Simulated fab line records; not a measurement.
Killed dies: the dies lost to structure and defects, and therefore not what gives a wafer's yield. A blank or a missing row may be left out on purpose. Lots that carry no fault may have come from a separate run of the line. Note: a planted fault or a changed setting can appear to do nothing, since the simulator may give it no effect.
Chamber matching	flow nand_harc	NHARC_A_STAIRCASE_TRIM_220 on rie_diel-12: 4 sister chambers
The step chemistry O2, time 211.2 s. 18 wafers are shown with their chamber, then 9 later ones without.

== WAFERS PAIRED WITH THEIR CHAMBERS ==
wafer	chamber	drypump_motor_current_A (A)	showerhead_plenum_p_Torr (Torr)	oes_product_au (a.u.)
L074.3	1	6.0	3.70	1.000
L074.4	3	6.1	3.68	0.993
L074.5	2	5.2	3.31	1.007
L076.1	3	6.1	3.68	0.993
L076.2	1	5.9	3.70	1.006
L076.5	3	6.1	3.68	0.990
L075.1	1	6.0	3.70	0.993
L075.3	3	6.1	3.68	0.985
L075.6	1	6.0	3.70	0.995
L078.2	1	6.0	3.70	0.995
L078.5	0	6.4	3.41	0.995
L078.6	1	6.0	3.70	1.006
L081.2	0	6.4	3.40	1.006
L081.3	3	6.1	3.67	0.997
L081.4	1	6.0	3.69	0.996
L082.2	2	5.2	3.30	1.002
L082.3	3	6.1	3.67	1.003
L082.6	2	5.2	3.30	1.000

SIGNATURES, as means of the wafers listed above
reading	chamber 0	chamber 1	chamber 2	chamber 3	scatter within a chamber
drypump_motor_current_A	6.400	5.986	5.200	6.100	0.0247
showerhead_plenum_p_Torr	3.4050	3.6986	3.3033	3.6767	0.0049
oes_product_au	1.00050	0.99871	1.00300	0.99350	0.00567
Rule: distance of a wafer from a chamber = root of the sum over the readings of ((wafer's reading minus chamber's mean) / reading's scatter) squared. The wafer belongs to the nearest chamber; if the next one is less than 2 further off, it can't be placed. The scatter is the square root of a quotient: the sum, over the shown wafers, of each reading's squared deviation from its chamber's mean, divided by wafers minus chambers.

== WAFERS WITHOUT THEIR CHAMBER ==
wafer	drypump_motor_current_A (A)	showerhead_plenum_p_Torr (Torr)	oes_product_au (a.u.)
L084.2	6.0	3.69	0.994
L084.4	6.1	3.66	0.990
L084.6	6.1	3.66	1.000
L087.2	6.0	3.69	0.984
L087.3	6.4	3.39	0.993
L087.5	5.2	3.30	0.997
L097.2	6.1	3.65	0.997
L097.3	6.4	3.39	0.986
L097.5	6.4	3.39	0.984

== THE CHAMBER EACH PASSED THROUGH ==
wafer	from the rows above	in truth
L084.2	1	1
L084.4	3	3
L084.6	3	3
L087.2	can't be placed: 1 or 3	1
L087.3	0	0
L087.5	2	2
L097.2	3	3
L097.3	0	0
L097.5	0	0
8 of 9 placed correctly. Cannot be placed on the basis of these rows: 1; the candidates contain the true chamber in 1. Number placed wrongly: 0.
